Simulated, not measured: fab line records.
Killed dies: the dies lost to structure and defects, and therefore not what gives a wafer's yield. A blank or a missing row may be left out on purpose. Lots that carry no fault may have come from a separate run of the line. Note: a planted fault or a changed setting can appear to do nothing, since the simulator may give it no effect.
Matching of chambers -- flow n5_finfet -- pecvd-04 running N5_BEOL_M10_DEP_56: 3 sister chambers
The step deposits SiCN from 3MS/NH3, target thk 15 nm, time 26.5 s. 3 wafers are shown with their chamber, then 9 later ones without.

== WAFERS WITH THEIR CHAMBER ==
wafer,chamber,throttle_valve_pct (%)
L080.6,1,8.7
L085.2,2,8.6
L085.4,0,9.5

== WAFERS MISSING THEIR CHAMBER ==
wafer,throttle_valve_pct (%)
L093.3,8.9
L093.5,9.1
L093.6,8.1
L094.2,8.8
L094.3,9.2
L094.5,8.6
L097.3,8.7
L097.5,8.7
L097.6,9.3

== WHICH CHAMBER EACH WENT THROUGH ==
wafer,from the rows above,in truth
L093.3,can't be placed: 1 or 2 or 0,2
L093.5,can't be placed: 0 or 1 or 2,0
L093.6,can't be placed: 2 or 1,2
L094.2,can't be placed: 1 or 2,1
L094.3,can't be placed: 0 or 1 or 2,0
L094.5,can't be placed: 2 or 1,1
L097.3,can't be placed: 1 or 2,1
L097.5,can't be placed: 1 or 2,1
L097.6,can't be placed: 0 or 1 or 2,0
0 of 9 placed correctly. Unplaceable from these rows: 9, with the true chamber sitting among the candidates in 9. Wrongly placed: 0.
How it was worked out, from the rows above alone: a wafer's distance from a chamber is the root of the sum, over the readings, of the square of ((its reading less the chamber's mean) divided by the reading's scatter). If the next closest chamber is less than 2 further off than the closest, the wafer can't be placed; otherwise it belongs to the closest. The mean given for a chamber averages the wafers shown for that chamber. The scatter (one wafer shown for each chamber): square how far every hidden wafer sits from the nearest shown wafer, average those squares and take the square root.
